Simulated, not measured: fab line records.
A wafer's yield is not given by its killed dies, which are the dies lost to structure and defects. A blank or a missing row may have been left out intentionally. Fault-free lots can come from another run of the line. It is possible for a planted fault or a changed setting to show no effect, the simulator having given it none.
Chamber matching + flow n5 finfet + rie diel-06 running N5_BEOL_M3_STRIP_19: 4 sister chambers
The step strips in O2. 4 wafers are shown with their chamber, then 11 later ones without.

## WAFERS WITH THEIR CHAMBER
| wafer  | chamber | showerhead plenum p Torr (Torr) |
|--------|---------|---------------------------------|
| L081.4 | 0       | 2.17                            |
| L085.5 | 1       | 2.15                            |
| L086.4 | 3       | 2.10                            |
| L089.2 | 2       | 2.05                            |

## WAFERS WHOSE CHAMBER IS MISSING
| wafer  | showerhead plenum p Torr (Torr) |
|--------|---------------------------------|
| L089.4 | 2.16                            |
| L089.5 | 2.05                            |
| L092.3 | 2.14                            |
| L092.5 | 2.05                            |
| L092.6 | 2.10                            |
| L095.1 | 2.14                            |
| L095.2 | 2.05                            |
| L095.3 | 2.16                            |
| L095.4 | 2.09                            |
| L095.5 | 2.14                            |
| L095.6 | 2.05                            |

## CHAMBER TAKEN BY EACH
| wafer  | from the rows above     | in truth |
|--------|-------------------------|----------|
| L089.4 | can't be placed: 0 or 1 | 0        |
| L089.5 | 2                       | 2        |
| L092.3 | 1                       | 1        |
| L092.5 | 2                       | 2        |
| L092.6 | 3                       | 3        |
| L095.1 | 1                       | 1        |
| L095.2 | 2                       | 2        |
| L095.3 | can't be placed: 0 or 1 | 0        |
| L095.4 | 3                       | 3        |
| L095.5 | 1                       | 1        |
| L095.6 | 2                       | 2        |
Placed correctly: 9 of 11. Unplaceable from these rows: 2, with the true chamber sitting among the candidates in 2. Wrongly placed: 0.
How it was worked out, from the rows above alone: a wafer's distance from a chamber is the root of the sum, over the readings, of the square of ((its reading less the chamber's mean) divided by the reading's scatter). If the next closest chamber is less than 2 further off than the closest, the wafer can't be placed; otherwise it belongs to the closest. For every chamber, the mean is computed from those of its wafers that are shown. The scatter: root of mean squared gap, hidden wafer to nearest shown wafer, with one shown wafer a chamber.
